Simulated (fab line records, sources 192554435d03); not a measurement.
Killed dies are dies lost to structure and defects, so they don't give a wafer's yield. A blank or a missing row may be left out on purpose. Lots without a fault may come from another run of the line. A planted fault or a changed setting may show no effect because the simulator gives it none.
A struck lot beside a sound one | flow n5_finfet | 38 steps out of a route of 1938
Sound: wafers L854.2, L854.4, L854.5. Struck: wafers L860.1, L860.4, L860.6. The cause comes at the end.
At each step with rows: each side's tool, then ch and its chambers, then its first start. Under that, the readings that differ: sound wafers | struck wafers | difference of the means | sigmas: that difference in standard deviations of wafers without a fault.
alike: readings whose means differ by less than 2 such deviations, and words and numbers that are the same on both sides. not compared: withheld readings, readings that some wafer has no value for, bounds like >300 that may hide the same value, and numbers for which the record gives no deviation and whose values overlap.
The two part at a step that has a row with sigmas, a row that says differs or no value, or rows on one side only. Numbers that don't overlap but have no deviation are shown without sigmas and don't part them. A reading that every wafer of one side lacks parts them only if that side has two wafers or more.

first, 12 steps without rows for these wafers: N5_SD_EPI_P_STRIP_38 (strips in N2/H2); N5_SD_EPI_P_ETCHBACK_46 (etches SiNx in CH3F/O2, stops on SiO2, target depth 17.5 nm); N5_SD_EPI_P_ETCH_47 (etches SiOCN in CH3F/O2, target depth 25 nm); N5_SD_EPI_P_ETCH_16 (etches SiO2 in CHF3/O2, target depth 5 nm); N5_SD_EPI_P_STRIP_50 (strips in CHF3/O2); N5_SD_EPI_P_SD_RECESS_17 (chemistry HBr/Cl2/O2, target depth 39.1 nm, bt time 3 s); N5_SD_EPI_P_WET_ETCH_45 (etches SiO2 in dHF, time 10.7 s, target depth 2 nm, rinse time 30 s); N5_SD_EPI_P_STRIP_40 (strips in N2/H2); N5_SD_EPI_P_PRECLEAN_52 (cleans in O3/DIW, time 60 s); N5_SD_EPI_P_SRD_20 (time 30 s); N5_SD_EPI_P_PRECLEAN_51 (cleans in NF3:NH3, afs cycles 1, time 20 s, sublimation time 60 s); N5_SD_EPI_P_VAPOR_ETCH_44 (etches SiGe30 in NF3/Ar, time 3.3 s).
N5_SD_EPI_P_EPI_21: deposits SiGe:B, time 355 s.
  sound on epi_rpcvd-02 ch 0, day 4 21:02; struck on epi_rpcvd-02 ch 0, day 6 07:47
  reading                                     | sound      | struck       | difference | sigmas
  model.SiGe-B_of_SD_EPI_P_EPI_21.thk_nm (nm) | 60 60.4 61 | 56 56.4 55.8 | -4         |
  alike: chamber_pressure_Torr
N5_SD_EPI_P_EPI_MEAS_23:
  sound on film_metro-01, day 4 22:53; struck on film_metro-02, day 6 09:59
  reading     | sound          | struck         | difference | sigmas
  thk_nm (nm) | 60.5 60.5 63.2 | 56.0 56.3 55.4 | -5.5       | -4
then, 8 steps without rows for these wafers: N5_SD_EPI_P_HM_STRIP_48 (strips SiNx in H3PO4, material SiNx, target depth 3 nm); N5_SD_EPI_P_SRD_49 (time 30 s); N5_SD_EPI_P_PRECLEAN_24 (cleans in O3/DIW, time 45 s); N5_SD_EPI_P_PRECLEAN_32 (cleans in dHF, time 10 s); N5_SD_EPI_P_PRECLEAN_33 (cleans in SC2, time 45 s); N5_SD_EPI_P_SRD_25 (time 30 s); N5_SD_ACTIVATION_RTA_00 (time 0 s); N5_SD_ACTIVATION_LSA_01 (time 0.0008 s).
N5_SD_ACTIVATION_RS_MEAS_03: measures by four-point-probe.
  sound on film_metro-02, day 4 23:30; struck on film_metro-01, day 6 10:59
  reading          | sound          | struck         | difference | sigmas
  RS_SD_P (ohm/sq) | 56.8 56.8 55.4 | 61.7 60.6 61.4 | +4.9       | +4
  alike: RS_SD_N
then, 12 steps without rows for these wafers: N5_ILD0_LINER_00 (material SiNx, target thk 4 nm, pulse time 1 s, purge time 2 s); N5_ILD0_FCVD_FILL_01 (material SiO2 flowable, target thk 200 nm, time 328.3 s); N5_ILD0_CURE_02 (time 1800 s); N5_ILD0_CMP_03 (polishes, stops on SiNx, t overpolish 1.9 s, target thk 197.38 nm); N5_ILD0_CMP_07 (polishes SiO2 flowable, stops on poly-Si, t overpolish 1.18 s, target thk 138.88 nm); N5_ILD0_PRECLEAN_10 (cleans in NF3:NH3, afs cycles 5, time 20 s, sublimation time 60 s); N5_ILD0_ALD_15 (deposits SiNx, target thk 24 nm, pulse time 1 s, ald cycles 480); N5_ILD0_CMP_12 (polishes SiNx, stops on poly-Si, t overpolish 6 s, target thk 17.67 nm); N5_SDB_HM_DEP_00 (deposits SiNx from SiH4/NH3/N2, target thk 40 nm, time 35.3 s); N5_SDB_COAT_03 (time 60 s, resist thk 100 nm); N5_SDB_COAT_04 (time 60 s, resist thk 18 nm); N5_SDB_COAT_05 (resist thk 90 nm).
N5_MOL_CONTACT_COAG_ETCH_110: etches Si in CF4/O2, target depth 2.5 nm, time 8 s.
  sound on rie_diel-05 ch 1,2, day 6 07:51; struck on rie_diel-05 ch 0,2, day 7 19:04
  reading                                     | sound        | struck         | difference | sigmas
  model.SiGe-B_of_SD_EPI_P_EPI_21.thk_nm (nm) | 57.2 57.6 58 | 53.4 53.8 53.2 | -4.1       |
  alike: cf4_flow_sccm, drypump_motor_current_A, oes_o_777_au, oes_product_au, rf_vpp_V, showerhead_plenum_p_Torr, throttle_valve_pct
  not compared: rf_hours_counter_h
-- the record jumps here: 3 days lie between the struck wafers' starts before and after (it left off in module MOL_CONTACT_COAG and takes up again in module BEOL_M4, whose first step shown is number 1111 of the route) --
N5_BEOL_M4_RC_MEAS_101:
  sound on prober-01 ch 0, day 9 08:05; struck on prober-02 ch 0, day 10 21:06
  reading          | sound          | struck         | difference | sigmas
  RS_SD_P (ohm/sq) | 67.2 66.7 66.0 | 72.2 70.9 72.4 | +5.2       | +4
  alike: DIBL_N, DIBL_P, IOFF_N, IOFF_P, ION_N, ION_P, SS_N, SS_P, VT_N, VT_P
then, 1 step without rows for these wafers: N5_PASSIVATION_PROBE_49.

WHERE THEY PART
First at N5_SD_EPI_P_EPI_MEAS_23; last, within this record, at N5_BEOL_M4_RC_MEAS_101.

WHY: what the simulator had put in
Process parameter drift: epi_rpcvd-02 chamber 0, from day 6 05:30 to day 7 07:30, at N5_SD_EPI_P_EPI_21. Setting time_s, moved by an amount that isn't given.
